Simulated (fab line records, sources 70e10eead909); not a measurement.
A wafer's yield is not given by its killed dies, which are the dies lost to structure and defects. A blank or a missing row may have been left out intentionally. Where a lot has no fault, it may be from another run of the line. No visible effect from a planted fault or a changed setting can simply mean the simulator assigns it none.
Check for tools in common | flow nand harc | 13 lots and 39 wafers in the sample

REASON FOR OPENING
On 1 of the 13 lots, a flag is raised at NHARC_P_GATE_CD_MEAS_46 on the reading cd nm. Fault-free wafers read 719.2 nm, with a standard deviation of 1.7.
Rule: a lot gets a flag if all its wafers with a number sit over 4 standard deviations from that mean, or if no wafer of it has a number. The other lots count as sound.

lot  | measured     | on        | cd nm (nm), wafer by wafer | flag
L212 | day 5 14:38  | cd sem-01 | 717.0 716.6 718.4          |
L215 | day 6 20:20  | cd sem-03 | 720.9 719.4 721.4          |
L216 | day 6 21:07  | cd sem-01 | 719.3 716.5 717.1          |
L218 | day 8 00:11  | cd sem-02 | 717.8 717.0 717.5          |
L219 | day 8 16:05  | cd sem-03 | 630.2 630.2 630.3          | FLAGGED
L220 | day 9 03:37  | cd sem-01 | 720.1 717.3 717.8          |
L223 | day 9 23:06  | cd sem-03 | 720.4 720.1 721.7          |
L226 | day 11 17:08 | cd sem-02 | 719.8 718.3 721.9          |
L229 | day 12 18:58 | cd sem-01 | 716.9 719.5 717.6          |
L230 | day 12 20:38 | cd sem-02 | 718.2 715.3 717.7          |
L231 | day 13 12:26 | cd sem-01 | 720.6 720.4 722.8          |
L233 | day 14 06:19 | cd sem-02 | 720.9 719.9 719.7          |
L235 | day 15 04:29 | cd sem-02 | 717.0 718.2 715.0          |
On average the flagged lots' numbers are 630.2 nm, which is -89.0 nm against the usual, or -52 standard deviations.

TOOL THAT RAN EACH LOT
The record holds 4 process steps before the reading, out of a route of 1302 steps. Every cell lists first the tool, next ch and the chambers used by the sampled wafers, and last the start.
lot  | flag    | NHARC_P_GATE_DESCUM_13             | NHARC_P_GATE_DESCUM_31             | NHARC_P_GATE_HM_OPEN_105                      | NHARC_P_GATE_EXPOSE_43
L212 |         | rie diel-12 ch 0,3, day 4 10:41    | rie diel-06 ch 0,1,3, day 5 02:07  | rie diel-06 ch 0,3, day 5 14:29 or earlier    | krf scanner-01 ch 0, day 5 14:29
L215 |         | rie diel-01 ch 0,2,3, day 5 18:29  | rie diel-12 ch 0,1,2, day 6 08:28  | rie diel-12 ch 0,3, day 6 20:10 or earlier    | krf scanner-03 ch 0, day 6 20:10
L216 |         | rie diel-06 ch 0,2,3, day 5 18:39  | rie diel-12 ch 2,3, day 6 09:13    | rie diel-12 ch 1,2,3, day 6 20:58 or earlier  | krf scanner-02 ch 0, day 6 20:58
L218 |         | rie diel-01 ch 0,1,3, day 6 19:11  | rie diel-12 ch 0,1, day 7 12:29    | rie diel-12 ch 1,2,3, day 8 00:02 or earlier  | krf scanner-02 ch 0, day 8 00:02
L219 | FLAGGED | rie diel-01 ch 1,2, day 7 13:07    | rie diel-12 ch 0,1,2, day 8 04:13  | rie diel-12 ch 0,1, day 8 15:56 or earlier    | krf scanner-01 ch 0, day 8 15:56
L220 |         | rie diel-01 ch 0,1,2, day 8 01:16  | rie diel-06 ch 1,2,3, day 8 16:00  | rie diel-06 ch 0,1,2, day 9 03:28 or earlier  | krf scanner-01 ch 0, day 9 03:28
L223 |         | rie diel-06 ch 0,1,2, day 8 20:51  | rie diel-01 ch 1,2, day 9 11:30    | rie diel-01 ch 2,3, day 9 22:57 or earlier    | krf scanner-03 ch 0, day 9 22:57
L226 |         | rie diel-06 ch 1,2, day 10 12:17   | rie diel-01 ch 0,3, day 11 05:16   | rie diel-01 ch 3, day 11 16:59 or earlier     | krf scanner-02 ch 0, day 11 16:59
L229 |         | rie diel-06 ch 2,3, day 11 11:19   | rie diel-01 ch 0,1,2, day 12 05:07 | rie diel-01 ch 0,1, day 12 18:49 or earlier   | krf scanner-01 ch 0, day 12 18:49
L230 |         | rie diel-01 ch 1,2,3, day 11 19:02 | rie diel-01 ch 0,2, day 12 08:50   | rie diel-01 ch 1,2, day 12 20:29 or earlier   | krf scanner-01 ch 0, day 12 20:29
L231 |         | rie diel-01 ch 0,1,2, day 12 07:05 | rie diel-01 ch 0,3, day 13 00:25   | rie diel-01 ch 0,3, day 13 12:17 or earlier   | krf scanner-02 ch 0, day 13 12:17
L233 |         | rie diel-06 ch 1,3, day 13 01:29   | rie diel-01 ch 1,2,3, day 13 18:34 | rie diel-01 ch 2,3, day 14 06:09 or earlier   | krf scanner-02 ch 0, day 14 06:09
L235 |         | rie diel-12 ch 1,2,3, day 14 00:25 | rie diel-12 ch 0,1,3, day 14 16:58 | rie diel-12 ch 1,2,3, day 15 04:20 or earlier | krf scanner-02 ch 0, day 15 04:20
These steps, and what they do:
- NHARC_P_GATE_DESCUM_13: chemistry O2, time 3 s.
- NHARC_P_GATE_DESCUM_31: chemistry O2, time 3 s.
- NHARC_P_GATE_HM_OPEN_105: chemistry O2/COS, target depth 360 nm.
- NHARC_P_GATE_EXPOSE_43: exposes mask P NSD, target cd 720 nm.
- NHARC_P_GATE_CD_MEAS_46: target cd 720 nm.

FLAGGED AGAINST TOTAL, ONE TOOL AT A TIME (gauges that did the reading follow at the end)
step                     | tool           | lots run | flagged | share of the flagged lots | sound lots run after its first flagged lot
NHARC_P_GATE_DESCUM_13   | rie diel-01    | 6        | 1       | all                       | 3 (L220,L230,L231)
NHARC_P_GATE_DESCUM_13   | rie diel-06    | 5        | 0       | none                      | -
NHARC_P_GATE_DESCUM_13   | rie diel-12    | 2        | 0       | none                      | -
NHARC_P_GATE_DESCUM_31   | rie diel-01    | 6        | 0       | none                      | -
NHARC_P_GATE_DESCUM_31   | rie diel-06    | 2        | 0       | none                      | -
NHARC_P_GATE_DESCUM_31   | rie diel-12    | 5        | 1       | all                       | 1 (L235)
NHARC_P_GATE_HM_OPEN_105 | rie diel-01    | 6        | 0       | none                      | -
NHARC_P_GATE_HM_OPEN_105 | rie diel-06    | 2        | 0       | none                      | -
NHARC_P_GATE_HM_OPEN_105 | rie diel-12    | 5        | 1       | all                       | 1 (L235)
NHARC_P_GATE_EXPOSE_43   | krf scanner-01 | 5        | 1       | all                       | 3 (L220,L229,L230)
NHARC_P_GATE_EXPOSE_43   | krf scanner-02 | 6        | 0       | none                      | -
NHARC_P_GATE_EXPOSE_43   | krf scanner-03 | 2        | 0       | none                      | -
NHARC_P_GATE_CD_MEAS_46  | cd sem-01      | 5        | 0       | none                      | -
NHARC_P_GATE_CD_MEAS_46  | cd sem-02      | 5        | 0       | none                      | -
NHARC_P_GATE_CD_MEAS_46  | cd sem-03      | 3        | 1       | all                       | 1 (L223)
Because NHARC_P_GATE_HM_OPEN_105 lacks a start for some lots, the hours and order of its lots are taken from NHARC_P_GATE_EXPOSE_43.

THE TABLE: WHAT IT ALLOWS
5 rows of the table ran every flagged lot: rie diel-01 at NHARC_P_GATE_DESCUM_13, rie diel-12 at NHARC_P_GATE_DESCUM_31, rie diel-12 at NHARC_P_GATE_HM_OPEN_105, krf scanner-01 at NHARC_P_GATE_EXPOSE_43, cd sem-03 at NHARC_P_GATE_CD_MEAS_46.
- rie diel-01 at NHARC_P_GATE_DESCUM_13 ran 6 lots, 1 of them flagged. Sound lots followed the first flagged one (L220, L230, L231) on it, something a lasting fault affecting the whole tool could not allow.
- rie diel-12 at NHARC_P_GATE_DESCUM_31 ran 5 lots, 1 of them flagged. Sound lots followed the first flagged one (L235) on it, something a lasting fault affecting the whole tool could not allow.
- rie diel-12 at NHARC_P_GATE_HM_OPEN_105 ran 5 lots, 1 of them flagged. Sound lots followed the first flagged one (L235) on it, something a lasting fault affecting the whole tool could not allow.
- krf scanner-01 at NHARC_P_GATE_EXPOSE_43 ran 5 lots, 1 of them flagged. Sound lots followed the first flagged one (L220, L229, L230) on it, something a lasting fault affecting the whole tool could not allow.
- cd sem-03 at NHARC_P_GATE_CD_MEAS_46 ran 3 lots, 1 of them flagged. Sound lots followed the first flagged one (L223) on it, something a lasting fault affecting the whole tool could not allow.
There is no row in the table that ran each flagged lot and no sound lot after the first.

WHAT THE SIMULATOR PUT IN
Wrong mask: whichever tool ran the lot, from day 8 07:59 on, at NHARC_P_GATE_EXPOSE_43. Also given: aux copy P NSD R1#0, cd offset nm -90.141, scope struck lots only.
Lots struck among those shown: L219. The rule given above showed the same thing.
